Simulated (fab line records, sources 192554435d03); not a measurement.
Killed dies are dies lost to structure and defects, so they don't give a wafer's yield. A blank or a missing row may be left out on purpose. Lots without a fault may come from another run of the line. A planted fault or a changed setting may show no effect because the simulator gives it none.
fab line records | flow n5_finfet
record lots=4 wafers=12 last_day=18
route steps=1938 shown BEOL_M0@741 BEOL_M1@751 BEOL_M4@1111 PASSIVATION@1936
lots that met no fault: from a run of the same line without faults
start_h: hours from the record's first day to the start of the lot's first wafer shown | wait_h: hours since the lot's step before | " the same as in the row above | L1.1+2: a row that stands for several wafers | - no value, or no start given | * or withheld: withheld | < > ~ a bound
route shown NAME@n: a module of which the file shows steps, and the number in the route of the first | usual: mean/standard deviation of fault-free wafers | same: alike in all rows | chamber/n: place in a boat | sites: the reading at each site | _std_site: their standard deviation | _edge_site: outer sites' mean less inner sites' | radius_mm: how far each site lies from the wafer's centre | mask NAME#n: copy n | behind: the tool/chamber that last shaped the wafer | hold: why the lot was held/for how many hours/how that ended | device: the transistor (n, p or np) that didn't switch | end of line: the same wafers' tests at the end of the route | a step without rows: its recipe alone | killed: dies lost to structure and defects at the first sort, not the wafer's yield | map: a wafer's dies, x killed, . not, _ none there
set.NAME: the setting as run; set.NAME@STEP: as run at that earlier step | model.NAME: the simulator's own value behind a step, which no gauge read
lots at some steps of the route; a table a step, a row a wafer
services: from which hour (start_h, from the record's first day; less than 0 if before it) a tool's chamber was out of use, for how many hours, and why
## steps
# step N5_BEOL_M0_ECD_118
# recipe material=Cu target_thk_a=3000
# step N5_BEOL_M0_ANNEAL_119
# recipe temp_c=225 time_s=90 ambient=N2
# step N5_BEOL_M0_CMP_120
# recipe stop_on=SiOC t_overpolish_s=6.9 down_force_psi=1 platen_rpm=50 clearing_platen_down_force_psi=1.5 clearing_platen_rpm=50 post_cmp_clean=cu_alkaline clearing_platen_pad_velocity_m_s=0.99484 pad_velocity_m_s=0.99484
# step N5_BEOL_M0_PRE_CLEAN_131
# recipe gas=NH3/H2 time_s=15 temp_c=* rf_power_w=300
# step N5_BEOL_M0_CO_CAP_123
# recipe material=Co target_thk_a=20 temp_c=200 precursor=CCTBA/H2 pressure_torr=30 time_s=102.1
# step N5_BEOL_M0_PRE_CLEAN_124
# recipe gas=NH3 time_s=15 temp_c=withheld rf_power_w=300
# step N5_BEOL_M0_DEP_125
# recipe material=SiCN target_thk_a=80 temp_c=withheld precursor=3MS/NH3 pressure_torr=3 rf_w=202 time_s=14
# step N5_BEOL_M1_ILD_DEP_00
# recipe material=SiOC target_thk_a=790 temp_c=350 precursor=DEMS/O2 pressure_torr=5 rf_w=500 time_s=15.3
# step N5_BEOL_M1_PECVD_72
# recipe material=SiO2 target_thk_a=160 temp_c=400 precursor=TEOS/O2 pressure_torr=5.5 rf_w=450 teos_flow_sccm=53.8 gas=O2 flow_sccm=3000 time_s=18
# usual heater_power_w=698/79 showerhead_plenum_p_Torr=8.78/0.031 throttle_valve_pct=22.5/0.83
# columns lot.wafer tool chamber start_h wait_h heater_power_w showerhead_plenum_p_Torr throttle_valve_pct model.SiO2_of_BEOL_M1_PECVD_72.thk_nm
L840.3 pecvd-02 0 128.09 0.0 789 8.82 24.0 15.8
L840.4 " 2 " " 719 8.73 20.7 16.2
L840.5 " 0 " " 811 8.81 23.6 16.2
L856.1 pecvd-02 2 225.53 0.0 743 8.72 21.3 5.6
L856.4 " 2 " " 731 8.72 21.3 5.8
L856.5 " 1 " " 681 8.77 23.1 16.4
L858.2 pecvd-02 2 238.55 0.0 634 8.73 21.3 5.8
L858.4 " 2 " " 610 8.74 21.3 5.8
L858.5 " 1 " " 703 8.77 23.0 16.2
L860.1 pecvd-03 1 243.81 0.0 547 8.78 23.0 15.8
L860.4 " 2 " " 671 8.80 22.5 16.4
L860.5 " 1 " " 554 8.73 23.2 16.2
# step N5_BEOL_M1_HM_DEP_02
# recipe material=TiN target_thk_a=200 temp_c=25 chamber_pressure_pa=0.49996
# step N5_BEOL_M1_COAT_61
# recipe resist=SOC temp_c=250 time_s=60 spin_rpm=1500 resist_thk_nm=60
# step N5_BEOL_M1_COAT_62
# recipe resist=SiARC temp_c=220 time_s=60 spin_rpm=1500 resist_thk_nm=12
# step N5_BEOL_M1_COAT_73
# recipe resist=underlayer temp_c=205 time_s=60 spin_rpm=1500 resist_thk_nm=5
# step N5_BEOL_M1_COAT_05
# recipe resist=CAR-EUV spin_rpm=1500 resist_thk_nm=30
# step N5_BEOL_M1_EBR_07
# recipe solvent=PGMEA ebr_width_mm=1.5
# step N5_BEOL_M1_SOFTBAKE_06
# recipe temp_c=110 time_s=60 resist=CAR-EUV
# step N5_BEOL_M1_EXPOSE_08
# recipe mask_id=M1 na=0.33 source_shape=dipole sigma_inner=0.369 sigma_outer=0.767 polarization=unpolarized dose_mj=33
# step N5_BEOL_M1_PEB_09
# recipe peb_temp_c=100 peb_time_s=60 resist=CAR-EUV
# step N5_BEOL_M1_DEVELOP_10
# recipe develop_time_s=30 developer=TMAH resist=CAR-EUV rinse_liquid=surfactant_rinse dry=air_spin dev_temp_c=23
# step N5_BEOL_M1_DESCUM_16
# recipe chemistry=O2 time_s=7 source_power_w=50 bias_power_w=20 pressure_mtorr=20 rf_frequency_hz=2.712e+07 temp_c=40 resist=CAR-EUV o2_flow_sccm=225
# step N5_BEOL_M1_ETCH_74
# recipe chemistry=N2/H2 target=underlayer target_depth_a=65 mask_material=CAR-EUV time_s=5.2 ion_energy_ev=200 pressure_mtorr=30 source_w=840 bias_w=150 n2_flow_sccm=200 h2_flow_sccm=200 ends=cleared
# step N5_BEOL_M1_ETCH_63
# recipe chemistry=CF4 target=SiARC target_depth_a=156 mask_material=CAR-EUV time_s=26 ion_energy_ev=80 pressure_mtorr=40 source_w=545 bias_w=36 Ar_flow_sccm=100 cf4_flow_sccm=100 ends=cleared
# step N5_BEOL_M1_ETCH_64
# recipe chemistry=N2/H2 target=SOC target_depth_a=750 overetch_a=150 mask_material=SiARC temp_c=40 time_s=112.5 ion_energy_ev=200 pressure_mtorr=30 source_w=840 bias_w=150 n2_flow_sccm=200 h2_flow_sccm=200
# step N5_BEOL_M1_STRIP_65
# recipe chemistry=N2/H2 temp_c=40 n2_flow_sccm=200 h2_flow_sccm=200 rf_frequency_hz=6e+07
# step N5_BEOL_M1_STRIP_75
# recipe chemistry=N2/H2 temp_c=40 n2_flow_sccm=200 h2_flow_sccm=200 rf_frequency_hz=6e+07
# step N5_BEOL_M1_STRIP_66
# recipe chemistry=CF4 resist=SiARC power_w=300 bias_power_w=75 pressure_mtorr=50 cf4_flow_sccm=150 rf_frequency_hz=6e+07
# step N5_BEOL_M1_HM_OPEN_17
# recipe chemistry=Cl2/BCl3 target_depth_a=200 overetch_a=60 target=TiN mask_material=SOC ion_energy_ev=150 pressure_mtorr=10 icp_w=1000 bias_w=126 Cl2_flow_sccm=53.25 bcl3_flow_sccm=21.75 Ar_flow_sccm=25
# step N5_BEOL_M1_STRIP_19
# recipe chemistry=O2 power_w=400 temp_c=40 pressure_mtorr=30 rf_frequency_hz=6e+07 bias_power_w=0 overash_fraction=0.2 o2_flow_sccm=225
# step N5_BEOL_M1_COAT_67
# recipe resist=SOC temp_c=250 time_s=60 spin_rpm=1500 resist_thk_nm=60
# step N5_BEOL_M1_COAT_68
# recipe resist=SiARC temp_c=220 time_s=60 spin_rpm=1500 resist_thk_nm=12
# step N5_BEOL_M1_COAT_76
# recipe resist=underlayer temp_c=205 time_s=60 spin_rpm=1500 resist_thk_nm=5
# step N5_BEOL_M1_COAT_22
# recipe resist=CAR-EUV spin_rpm=1500 resist_thk_nm=30
# step N5_BEOL_M1_EBR_24
# recipe solvent=PGMEA ebr_width_mm=1.5
# step N5_BEOL_M1_SOFTBAKE_23
# recipe temp_c=110 time_s=60 resist=CAR-EUV
# step N5_BEOL_M1_HM_STRIP_39
# recipe chemistry=peroxide_tin_strip material=TiN target_depth_a=250 temp_c=50 time_s=158
# columns lot.wafer tool chamber start_h wait_h model.SiO2_of_BEOL_M1_PECVD_72.thk_nm
L840.3 wet_bench-01 0 141.58 0.0 15.8
L840.4+5 " 6,7 " " 16
L856.1+4 wet_bench-06 4,2 243.08 0.0 5.6
L856.5 " 5 " " 16.2
L858.2 wet_bench-01 4 252.73 0.0 5.6
L858.4 " 6 " " 5.8
L858.5 " 0 " " 16
L860.1 wet_bench-01 4 262.70 0.0 15.6
L860.4 " 0 " " 16.2
L860.5 " 7 " " 16
# step N5_BEOL_M1_CMP_52
# recipe stop_on=SiOC t_overpolish_s=6.8 down_force_psi=1 platen_rpm=50 clearing_platen_down_force_psi=1.5 clearing_platen_rpm=50 post_cmp_clean=cu_alkaline target_thk_nm=40 clearing_platen_pad_velocity_m_s=0.99484 pad_velocity_m_s=0.99484
# usual barrier_field_endpoint_s=24.4/0.6 motor_current_A=6.0/0.83 platen_rpm=50.00/0.037 slurry_flow_ml_min=150.0/0.49
# columns lot.wafer tool chamber start_h wait_h barrier_field_endpoint_s motor_current_A platen_rpm slurry_flow_ml_min
L840.3 cmp-01 2 145.12 0.2 24.6 5.2 49.98 150.1
L840.4 " 3 " " 25.0 6.0 50.06 149.6
L840.5 " 1 " " 24.8 5.8 49.99 150.5
L856.4 cmp-02 3 246.77 0.2 12.3 6.9 50.02 150.6
L856.1 " 1 " " 12.1 4.9 49.96 150.0
L856.5 " 2 " " 24.9 7.9 50.03 150.4
L858.4 cmp-01 0 255.97 0.1 12.3 6.1 49.99 149.4
L858.2 " 1 " " 12.0 6.0 50.06 149.1
L858.5 " 1 " " 24.5 6.1 50.06 149.7
L860.4 cmp-01 2 266.02 0.2 25.7 5.2 49.97 150.3
L860.1 " 3 " " 24.7 6.9 50.00 150.1
L860.5 " 2 " " 25.3 5.2 49.97 149.8
# step N5_BEOL_M4_RC_MEAS_101
# usual DIBL_N=36.0/1.4 DIBL_P=36.0/1.5 IOFF_N=0.160/0.026 IOFF_P=0.22/0.032 ION_N=674/10 ION_P=464/6.9 SS_N=71.5/0.56 SS_P=73.3/0.59 VT_N=249.5/2.9 VT_P=-249.2/3
# columns lot.wafer tool chamber start_h wait_h DIBL_N[mV/V] DIBL_P[mV/V] IOFF_N[nA/um] IOFF_P[nA/um] ION_N[uA/um] ION_P[uA/um] SS_N[mV/dec] SS_P[mV/dec] VT_N[mV] VT_P[mV]
L840.3 prober-01 0 172.98 0.3 38.9 40.5 0.242 0.31 697 480 72.8 75.5 243.8 -245.6
L840.4 " 0 " " 36.6 36.6 0.175 0.23 676 464 71.7 73.5 249.7 -250.4
L840.5 " 0 " " 37.9 37.6 0.194 0.25 681 468 71.9 73.7 249.1 -248.6
L858.2 prober-01 0 300.53 0.2 39.2 38.2 0.212 0.26 675 465 73.1 74.0 247.2 -245.4
L858.4 " 0 " " 38.0 37.3 0.188 0.25 678 475 72.5 74.1 247.2 -247.0
L858.5 " 0 " " 37.5 36.3 0.173 0.23 672 463 72.6 73.8 250.9 -247.9
L856.1 prober-01 0 305.67 0.0 35.1 34.5 0.125 0.18 668 464 71.5 72.9 253.6 -253.8
L856.4 " 0 " " 33.9 32.9 0.115 0.17 656 455 70.8 72.8 253.7 -255.2
L856.5 " 0 " " 36.2 36.7 0.157 0.22 683 470 71.5 73.9 247.6 -251.6
L860.1 prober-02 0 307.70 0.0 35.1 35.9 0.176 0.23 690 475 70.8 72.6 246.6 -246.3
L860.4 " 0 " " 34.8 34.6 0.157 0.21 676 463 71.4 73.3 249.7 -252.5
L860.5 " 0 " " 34.0 34.4 0.149 0.20 676 464 70.8 72.4 252.0 -251.9
# step N5_PASSIVATION_PROBE_49
# usual defect_limited_yield=91.2/1.2 killed_at_M0_to_M3=34/9.9 killed_at_M4_up=14/5.7 killed_at_contacts=13/6.3 killed_at_front_end=39/9.9 killed_at_other=3.7/2.8 killed_dies=104/15 killed_open=68/12 killed_short=34/6.7 sort_bin_5_function=5.2/0.9 sort_bin_6_memory=3.3/0.57 sort_n_pass=1076/15 sort_yield_pct=91.2/1.2
# same gross_dies=1180 killed_at_back_side=0 sort_bin_4_leakage[%]=0 sort_bin_8_speed[%]=0
# columns lot.wafer tool chamber start_h wait_h defect_limited_yield[%] killed_at_M0_to_M3 killed_at_M4_up killed_at_contacts killed_at_front_end killed_at_other killed_dies killed_open killed_short sort_bin_5_function[%] sort_bin_6_memory[%] sort_n_pass sort_yield_pct[%]
L840.3 prober-01 - 288.04 0.1 90.5 33 35 13 30 1 112 66 45 5.9 3.1 1068 90.5
L840.4 prober-01 - 288.09 0.2 92.2 29 22 13 22 6 92 61 30 4.8 2.7 1088 92.2
L840.5 prober-01 - 288.14 0.2 90.3 21 34 10 44 6 115 77 37 5.2 4.2 1065 90.3
L858.2 prober-01 - 400.50 0.1 91.9 36 15 13 28 3 95 65 30 5.3 2.7 1085 91.9
L858.4 prober-01 - 400.60 0.2 92.6 35 6 19 22 5 87 64 23 3.9 3.1 1093 92.6
L858.5 prober-01 - 400.65 0.2 91.0 48 14 13 25 6 106 77 28 4.9 4.0 1074 91.0
L856.1 prober-01 - 416.69 0.0 90.8 39 9 18 41 2 109 64 44 5.4 3.5 1071 90.8
L856.4 prober-01 - 416.84 0.2 91.9 19 19 14 37 6 95 60 31 4.6 3.1 1085 91.9
L856.5 prober-01 - 416.89 0.2 91.2 29 24 7 40 4 104 79 24 5.0 3.4 1076 91.2
L860.1 prober-01 - 422.97 0.1 91.2 35 15 22 30 2 104 72 29 4.9 3.6 1076 91.2
L860.4 prober-01 - 423.12 0.2 92.2 28 20 9 30 5 92 69 21 5.2 2.4 1088 92.2
L860.5 prober-01 - 423.17 0.3 90.0 38 18 13 46 3 118 83 34 6.4 3.0 1062 90.0
# killed by level:class
L840.3 BEOL_M4:geometric_particle:open=13 MOL_CONTACT_COAG:geometric_particle:open=8 BEOL_M4:geometric_particle:short=8 FIN_SAQP:geometric_particle:short=7 BEOL_M0:geometric_particle:open=7 BEOL_M1:geometric_particle:open=7 FIN_SAQP:geometric_particle:open=5 MOL_CONTACT_COAG:geometric_particle:short=5
L840.4 BEOL_M4:geometric_particle:open=13 BEOL_M0_SAQP:geometric_particle:open=12 MOL_CONTACT_COAG:geometric_particle:open=9 FIN_SAQP:geometric_particle:short=5 BEOL_M0_SAQP:geometric_particle:short=5 BEOL_M4:geometric_particle:short=5 FIN_SAQP:geometric_particle:open=4 MOL_CONTACT_COAG:geometric_particle:short=4
L840.5 BEOL_M4:geometric_particle:open=18 FIN_SAQP:geometric_particle:short=14 MOL_CONTACT_COAG:geometric_particle:open=10 FIN_SAQP:geometric_particle:open=7 BEOL_M3:geometric_particle:open=6 BEOL_M4:geometric_particle:short=6 STARTING-WAFER:geometric_particle:open=6 STI_FIN_REVEAL:geometric_particle:open=5
L858.2 MOL_CONTACT_COAG:geometric_particle:open=9 BEOL_M2:geometric_particle:open=8 STI_FIN_REVEAL:geometric_particle:open=7 FIN_SAQP:geometric_particle:open=6 BEOL_M0_SAQP:geometric_particle:open=6 BEOL_M1:geometric_particle:open=6 FIN_SAQP:geometric_particle:short=5 BEOL_M0_SAQP:geometric_particle:short=5
L858.4 MOL_CONTACT_COAG:geometric_particle:open=17 BEOL_M2:geometric_particle:open=13 BEOL_M0_SAQP:geometric_particle:open=10 BEOL_M0_SAQP:geometric_particle:short=7 FIN_SAQP:geometric_particle:short=6 FIN_SAQP:geometric_particle:open=6 DUMMY_GATE:geometric_particle:open=3 BEOL_M1:geometric_particle:open=3
L858.5 BEOL_M0_SAQP:geometric_particle:open=12 BEOL_M2:geometric_particle:open=11 MOL_CONTACT_COAG:geometric_particle:open=10 BEOL_M0_SAQP:geometric_particle:short=10 FIN_SAQP:geometric_particle:open=9 STI_FIN_REVEAL:geometric_particle:open=8 BEOL_M4:geometric_particle:open=7 BEOL_M3:geometric_particle:open=6
L856.1 FIN_SAQP:geometric_particle:short=13 MOL_CONTACT_COAG:geometric_particle:open=13 BEOL_M0_SAQP:geometric_particle:short=11 FIN_SAQP:geometric_particle:open=9 BEOL_M0_SAQP:geometric_particle:open=9 BEOL_M2:geometric_particle:open=6 MOL_CONTACT_COAG:geometric_particle:short=4 BEOL_M3:geometric_particle:open=4
L856.4 MOL_CONTACT_COAG:geometric_particle:open=12 FIN_SAQP:geometric_particle:short=8 BEOL_M4:geometric_particle:open=8 FIN_SAQP:geometric_particle:open=7 STI_FIN_REVEAL:geometric_particle:open=7 BEOL_M3:geometric_particle:open=6 STARTING-WAFER:geometric_particle:short=5 BEOL_M1:geometric_particle:open=4
L856.5 FIN_SAQP:geometric_particle:open=11 BEOL_M4:geometric_particle:open=8 GATE_CUT:geometric_particle:open=7 BEOL_M0_SAQP:geometric_particle:open=7 BEOL_M2:geometric_particle:open=7 GATE_CUT:geometric_particle:short=6 BEOL_M0_SAQP:geometric_particle:short=6 BEOL_M7:geometric_particle:open=5
L860.1 MOL_CONTACT_COAG:geometric_particle:open=16 BEOL_M3:geometric_particle:open=12 FIN_SAQP:geometric_particle:open=6 STI_FIN_REVEAL:geometric_particle:open=6 MOL_CONTACT_COAG:geometric_particle:short=6 BEOL_M0_SAQP:geometric_particle:short=6 BEOL_M4:geometric_particle:open=6 BEOL_M1:geometric_particle:open=5
L860.4 STI_FIN_REVEAL:geometric_particle:open=9 FIN_SAQP:geometric_particle:open=8 MOL_CONTACT_COAG:geometric_particle:open=8 BEOL_M1:geometric_particle:open=7 BEOL_M3:geometric_particle:open=7 BEOL_M6:geometric_particle:open=5 BEOL_M4:geometric_particle:short=5 BEOL_M4:geometric_particle:open=5
L860.5 FIN_SAQP:geometric_particle:open=13 BEOL_M3:geometric_particle:open=13 STI_FIN_REVEAL:geometric_particle:open=11 BEOL_M4:geometric_particle:open=10 FIN_SAQP:geometric_particle:short=8 MOL_CONTACT_COAG:geometric_particle:short=7 BEOL_M1:geometric_particle:open=7 MOL_CONTACT_COAG:geometric_particle:open=6
## services
# columns tool chamber start_h hours kind
cmp-02 - 112.49 0.4 repair
pecvd-02 1 146.80 5.9 repair
pecvd-03 0 152.33 2.1 scheduled_down
cmp-01 - 161.30 4.5 pm
cmp-02 - 165.17 4.0 pm
cmp-02 - 169.17 - consumable_replace:conditioner
cmp-02 - 169.17 - consumable_replace:pad
pecvd-03 2 238.59 4.2 repair
cmp-02 - 239.14 3.6 repair
cmp-02 - 257.39 2.5 repair
## key
first_sign step=N5_BEOL_M1_CMP_52 reading=barrier_field_endpoint_s direction=down sigmas=20 usual=24.4 struck=12.2
effect none on later readings
model_effect step=N5_BEOL_M1_PECVD_72 value=SiO2_of_BEOL_M1_PECVD_72.thk_nm without=16.15 struck=5.75
model_effect step=N5_BEOL_M1_HM_STRIP_39 value=SiO2_of_BEOL_M1_PECVD_72.thk_nm without=15.95 struck=5.65
met_at N5_BEOL_M1_PECVD_72
struck_wafers L856.1,L856.4,L858.2,L858.4
onset_between 128.09 225.53
fault kind=process_parameter_drift tool=pecvd-02 chamber=- onset_h=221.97 steps=N5_BEOL_M1_PECVD_72 channel=time_s offset=* shape=step end_h=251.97 scope=struck_wafers_only acts_in=* stated=*
